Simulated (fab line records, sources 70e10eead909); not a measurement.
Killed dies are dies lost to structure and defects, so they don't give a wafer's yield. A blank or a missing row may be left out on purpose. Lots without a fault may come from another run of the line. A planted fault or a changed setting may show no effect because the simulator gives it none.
Which tool did it? | flow nand_harc | 13 lots, 37 wafers sampled, at 4 steps of a route of 1159

WHAT THE GAUGES READ, wafer by wafer
The record holds no reading of a measuring or inspecting step that can be judged against a usual standard deviation.

WHICH TOOL RAN EACH LOT (tool, then ch and the chambers of the sampled wafers, then the start)
lot  | NHARC_P_GATE_RTA_82              | NHARC_P_CONTACT_ETCH_31            | NHARC_P_CONTACT_STRIP_28           | NHARC_P_CONTACT_ALD_22
L992 | rtp_anneal-02 ch 0, day 5 06:07  | rie_diel-11 ch 1,2,3, day 5 08:58  | rie_diel-11 ch 1,2,3, day 5 09:13  | ald_metal-03 ch 0,2,3, day 5 10:07
L994 | rtp_anneal-02 ch 0, day 6 00:07  | rie_diel-11 ch 2,3, day 6 02:46    | rie_diel-01 ch 0,1, day 6 02:59    | ald_metal-01 ch 0,1,2, day 6 03:55
L993 | rtp_anneal-02 ch 0, day 6 00:56  | rie_diel-13 ch 0,2, day 6 03:52    | rie_diel-11 ch 0,1,2, day 6 04:04  | ald_metal-03 ch 0,1,2, day 6 05:08
L996 | rtp_anneal-01 ch 0, day 6 04:16  | rie_diel-01 ch 1,2,3, day 6 07:17  | rie_diel-11 ch 0,1,2, day 6 07:31  | ald_metal-01 ch 0,3, day 6 08:26
L997 | rtp_anneal-01 ch 0, day 6 16:34  | rie_diel-11 ch 1,2, day 6 19:25    | rie_diel-11 ch 1,3, day 6 19:40    | ald_metal-03 ch 1,3, day 6 20:35
L106 | rtp_anneal-01 ch 0, day 8 15:11  | rie_diel-01 ch 0,2, day 8 17:53    | rie_diel-01 ch 0,3, day 8 18:05    | ald_metal-03 ch 0,2, day 8 18:59
L105 | rtp_anneal-02 ch 0, day 8 21:44  | rie_diel-01 ch 0,1, day 9 00:31    | rie_diel-01 ch 1,3, day 9 00:43    | ald_metal-01 ch 2,3, day 9 01:36
L107 | rtp_anneal-01 ch 0, day 9 10:19  | rie_diel-01 ch 0,1,2, day 9 13:05  | rie_diel-11 ch 1,2, day 9 13:18    | ald_metal-03 ch 1,2,3, day 9 14:12
L108 | rtp_anneal-01 ch 0, day 9 10:48  | rie_diel-13 ch 0,1,2, day 9 14:16  | rie_diel-01 ch 0,2, day 9 14:30    | ald_metal-01 ch 0,2, day 9 15:24
L111 | rtp_anneal-01 ch 0, day 10 05:02 | rie_diel-13 ch 0,2,3, day 10 07:45 | rie_diel-13 ch 0,2,3, day 10 07:59 | ald_metal-02 ch 0,1,3, day 10 08:51
L110 | rtp_anneal-01 ch 0, day 10 05:55 | rie_diel-13 ch 0,1,3, day 10 08:39 | rie_diel-01 ch 0,1,3, day 10 08:53 | ald_metal-03 ch 0,1, day 10 09:43
L112 | rtp_anneal-01 ch 0, day 10 14:25 | rie_diel-11 ch 0,1, day 10 17:17   | rie_diel-11 ch 1,2,3, day 10 17:32 | ald_metal-02 ch 0,2, day 10 18:25
L114 | rtp_anneal-02 ch 0, day 11 05:39 | rie_diel-11 ch 0,2,3, day 11 08:25 | rie_diel-11 ch 0,1, day 11 08:36   | ald_metal-01 ch 0,1,2, day 11 09:29
- NHARC_P_GATE_RTA_82: time 30 s.
- NHARC_P_CONTACT_ETCH_31: etches the open film in CH3F/O2, target depth 30 nm, time 85.7 s.
- NHARC_P_CONTACT_STRIP_28: strips in O2.
- NHARC_P_CONTACT_ALD_22: deposits TiN, target thk 3 nm, pulse time 1 s, ald cycles 150.

WHAT THE TOOLS THEMSELVES READ (means of the sampled wafers that have a number; where no wafer has one, the mark that the record gives instead)
NHARC_P_GATE_RTA_82.
lot  | tool          | lamp_power_pct (%) | wafer_temp_C_max
L992 | rtp_anneal-02 | 4.15               | 451.8
L994 | rtp_anneal-02 | 4.15               | 451.4
L993 | rtp_anneal-02 | 4.15               | 451.3
L996 | rtp_anneal-01 | 3.85               | 452.3
L997 | rtp_anneal-01 | 3.85               | 452.1
L106 | rtp_anneal-01 | 3.84               | 452.1
L105 | rtp_anneal-02 | 4.15               | 451.1
L107 | rtp_anneal-01 | 3.85               | 452.1
L108 | rtp_anneal-01 | 3.85               | 452.3
L111 | rtp_anneal-01 | 3.85               | 452.0
L110 | rtp_anneal-01 | 3.85               | 451.9
L112 | rtp_anneal-01 | 3.85               | 452.3
L114 | rtp_anneal-02 | 4.14               | 451.1

NHARC_P_CONTACT_ETCH_31.
lot  | tool        | drypump_motor_current_A (A) | oes_product_au (a.u.) | rf_vpp_V (V) | showerhead_plenum_p_Torr (Torr) | throttle_valve_pct (%)
L992 | rie_diel-11 | 5.3                         | 0.978                 | 245.0        | 2.50                            | 20.668
L994 | rie_diel-11 | 5.5                         | 0.974                 | 245.9        | 2.56                            | 20.665
L993 | rie_diel-13 | 6.0                         | 0.983                 | 245.5        | 2.53                            | 20.658
L996 | rie_diel-01 | 5.7                         | 0.991                 | 243.6        | 2.44                            | 20.668
L997 | rie_diel-11 | 5.0                         | 0.988                 | 244.7        | 2.49                            | 20.664
L106 | rie_diel-01 | 5.0                         | 0.858                 | 243.8        | 2.43                            | 20.654
L105 | rie_diel-01 | 5.3                         | 0.857                 | 242.6        | 2.36                            | 20.669
L107 | rie_diel-01 | 5.2                         | 0.889                 | 243.2        | 2.42                            | 20.668
L108 | rie_diel-13 | 6.0                         | 0.991                 | 243.6        | 2.42                            | 20.670
L111 | rie_diel-13 | 5.8                         | 0.984                 | 244.7        | 2.45                            | 20.669
L110 | rie_diel-13 | 5.8                         | 0.983                 | 242.8        | 2.34                            | 20.656
L112 | rie_diel-11 | 6.0                         | 0.988                 | 245.1        | 2.50                            | 20.660
L114 | rie_diel-11 | 5.7                         | 0.971                 | 245.3        | 2.55                            | 20.662

NHARC_P_CONTACT_STRIP_28.
lot  | tool        | drypump_motor_current_A (A) | oes_product_au (a.u.) | rf_vpp_V (V) | showerhead_plenum_p_Torr (Torr) | throttle_valve_pct (%)
L992 | rie_diel-11 | 5.3                         | 0.999                 | 57.8         | 3.58                            | 17.043
L994 | rie_diel-01 | 5.4                         | 1.008                 | 57.3         | 3.42                            | 17.040
L993 | rie_diel-11 | 5.5                         | 0.991                 | 58.4         | 3.57                            | 17.044
L996 | rie_diel-11 | 5.5                         | 0.989                 | 58.1         | 3.57                            | 17.031
L997 | rie_diel-11 | 5.6                         | 0.994                 | 58.3         | 3.60                            | 17.039
L106 | rie_diel-01 | 5.9                         | 0.998                 | 56.3         | 3.35                            | 17.029
L105 | rie_diel-01 | 6.1                         | 0.996                 | 57.7         | 3.42                            | 17.043
L107 | rie_diel-11 | 5.2                         | 1.005                 | 57.6         | 3.50                            | 17.042
L108 | rie_diel-01 | 5.0                         | 1.020                 | 57.1         | 3.55                            | 17.038
L111 | rie_diel-13 | 5.8                         | 0.992                 | 57.8         | 3.51                            | 17.048
L110 | rie_diel-01 | 5.8                         | 1.001                 | 57.2         | 3.39                            | 17.045
L112 | rie_diel-11 | 5.3                         | 1.015                 | 57.8         | 3.58                            | 17.040
L114 | rie_diel-11 | 5.6                         | 1.012                 | 58.1         | 3.50                            | 17.032

NHARC_P_CONTACT_ALD_22.
lot  | tool         | heater_power_w (W) | precursor_pulse_height_rel
L992 | ald_metal-03 | 1230               | 0.995
L994 | ald_metal-01 | 1104               | 0.998
L993 | ald_metal-03 | 1212               | 1.001
L996 | ald_metal-01 | 1192               | 1.017
L997 | ald_metal-03 | 1122               | 1.010
L106 | ald_metal-03 | 1232               | 0.998
L105 | ald_metal-01 | 1090               | 1.006
L107 | ald_metal-03 | 1266               | 0.987
L108 | ald_metal-01 | 1058               | 0.997
L111 | ald_metal-02 | 1116               | 1.003
L110 | ald_metal-03 | 1064               | 1.017
L112 | ald_metal-02 | 1119               | 0.998
L114 | ald_metal-01 | 1115               | 1.005

THE ANSWER, worked out from the rows above alone
Rule: what is usual is taken from the lots themselves. Put in order of their means at a reading, lots are off if they are a third of the lots or fewer, leave a main group of 4 or more, and stand apart from it by a gap of 3 or more times the standard deviation of the main group's means; of several such gaps the widest counts. A main group whose means are all the same, to the digits that the tables above print for the reading, isn't used. A lot without any number at a reading at which 4 lots or more have one is off too. The other lots that the step has rows for count as sound. The gauges are gone through in route order, then the tools' own readings, and for those a lot's mean is taken as printed above. The first step at which some lot is off is used, and at that step the reading that is off furthest; a lot without a number counts as furthest.
Off: L106, L105, L107, at NHARC_P_CONTACT_ETCH_31 (oes_product_au). The main group: mean 0.983 a.u., standard deviation 0.0065.
A tool fits if, at that step or a process step before it, it ran every lot that is off, and no sound lot after the first of them. One fits: rie_diel-01 at NHARC_P_CONTACT_ETCH_31. Its last sound lot is L996 (day 6 07:17), its first lot that is off L106 (day 8 17:53): a fault that began between those two fits.
The tool's own readings at NHARC_P_CONTACT_ETCH_31 bear it out: on the lots that are off they differ by more than 5 times the standard deviation of the sound lots' means. oes_product_au reads 0.868 a.u. there against 0.983 a.u. on the sound lots.

WHAT THE SIMULATOR HAD PUT IN
Process parameter drift: rie_diel-01, from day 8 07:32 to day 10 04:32, at NHARC_P_CONTACT_ETCH_31. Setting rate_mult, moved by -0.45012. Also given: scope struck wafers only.
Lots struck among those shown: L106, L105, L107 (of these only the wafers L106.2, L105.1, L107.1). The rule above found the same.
